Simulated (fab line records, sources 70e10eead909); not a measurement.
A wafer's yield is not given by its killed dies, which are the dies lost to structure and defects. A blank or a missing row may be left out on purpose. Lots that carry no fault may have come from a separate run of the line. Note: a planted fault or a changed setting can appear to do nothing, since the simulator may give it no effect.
Check of tool commonality | flow nand-harc | 5 lots, 15 wafers sampled

## REASON IT WAS OPENED
On 2 of the 5 lots, a flag is raised at NHARC_END_SORT_01 on the reading killed-at-array. Fault-free wafers read 28, with a standard deviation of 10.
Rule: a lot gets a flag if all its wafers with a number sit over 4 standard deviations from that mean, or if no wafer of it has a number. The other lots count as sound.

lot  | measured     | on        | killed-at-array, wafer by wafer | flag
L620 | day 22 13:51 | prober-02 | 25 20 32                        |
L626 | day 22 21:35 | prober-01 | 673 676 673                     | FLAGGED
L627 | day 23 11:35 | prober-02 | 674 675 674                     | FLAGGED
L633 | day 24 10:56 | prober-02 | 31 34 22                        |
L631 | day 24 17:08 | prober-01 | 45 32 31                        |
The mean of the flagged lots' numbers is 674, +646 from the usual (+65 standard deviations).

## WHICH TOOL RAN EACH LOT
Before the reading, the record contains 3 process steps out of a 1159-step route. Every cell lists first the tool, next ch and the chambers used by the sampled wafers, and last the start.
lot  | flag    | NHARC_A_STAIRCASE_CMP_152     | NHARC_A_SGD_CUT_ETCH_16                       | NHARC_A_SGD_CUT_STRIP_17
L620 |         | cmp-02 ch 1,2,3, day 16 11:30 | rie-diel-04 ch 0,1,3, day 16 15:01 or earlier | rie-diel-04 ch 0,3, day 16 15:01
L626 | FLAGGED | cmp-02 ch 0,1,3, day 17 02:58 | rie-diel-05 ch 0,1,2, day 17 06:54 or earlier | rie-diel-05 ch 0,1,3, day 17 06:54
L627 | FLAGGED | cmp-01 ch 0,1,2, day 17 03:08 | rie-diel-08 ch 0,1,3, day 17 07:00 or earlier | rie-diel-08 ch 1,2,3, day 17 07:00
L633 |         | cmp-04 ch 2,3, day 19 01:43   | rie-diel-04 ch 1,3, day 19 05:13 or earlier   | rie-diel-04 ch 0,2,3, day 19 05:13
L631 |         | cmp-02 ch 1,2,3, day 19 03:25 | rie-diel-08 ch 0,1,2, day 19 07:03 or earlier | rie-diel-08 ch 1,2,3, day 19 07:03
What these steps do:
- NHARC_A_STAIRCASE_CMP_152: polishes.
- NHARC_A_SGD_CUT_ETCH_16: etches the open film in C4F8/O2/Ar, target depth 310.5 nm, time 155.2 s.
- NHARC_A_SGD_CUT_STRIP_17: strips in O2.
- NHARC_END_SORT_01

## FLAGGED AGAINST TOTAL, ONE TOOL AT A TIME (gauges that did the reading follow at the end)
step                      | tool        | lots run | flagged | share of the flagged lots | sound lots run after its first flagged lot
NHARC_A_STAIRCASE_CMP_152 | cmp-01      | 1        | 1       | some                      | 0
NHARC_A_STAIRCASE_CMP_152 | cmp-02      | 3        | 1       | some                      | 1 (L631)
NHARC_A_STAIRCASE_CMP_152 | cmp-04      | 1        | 0       | none                      | -
NHARC_A_SGD_CUT_ETCH_16   | rie-diel-04 | 2        | 0       | none                      | -
NHARC_A_SGD_CUT_ETCH_16   | rie-diel-05 | 1        | 1       | some                      | 0
NHARC_A_SGD_CUT_ETCH_16   | rie-diel-08 | 2        | 1       | some                      | 1 (L631)
NHARC_A_SGD_CUT_STRIP_17  | rie-diel-04 | 2        | 0       | none                      | -
NHARC_A_SGD_CUT_STRIP_17  | rie-diel-05 | 1        | 1       | some                      | 0
NHARC_A_SGD_CUT_STRIP_17  | rie-diel-08 | 2        | 1       | some                      | 1 (L631)
NHARC_END_SORT_01         | prober-01   | 2        | 1       | some                      | 1 (L631)
NHARC_END_SORT_01         | prober-02   | 3        | 1       | some                      | 1 (L633)
Because NHARC_A_SGD_CUT_ETCH_16 lacks a start for some lots, the hours and order of its lots are taken from NHARC_A_SGD_CUT_STRIP_17.

## WHAT THE TABLE ALLOWS
No row of the table ran every flagged lot.

## WHAT THE SIMULATOR PUT IN
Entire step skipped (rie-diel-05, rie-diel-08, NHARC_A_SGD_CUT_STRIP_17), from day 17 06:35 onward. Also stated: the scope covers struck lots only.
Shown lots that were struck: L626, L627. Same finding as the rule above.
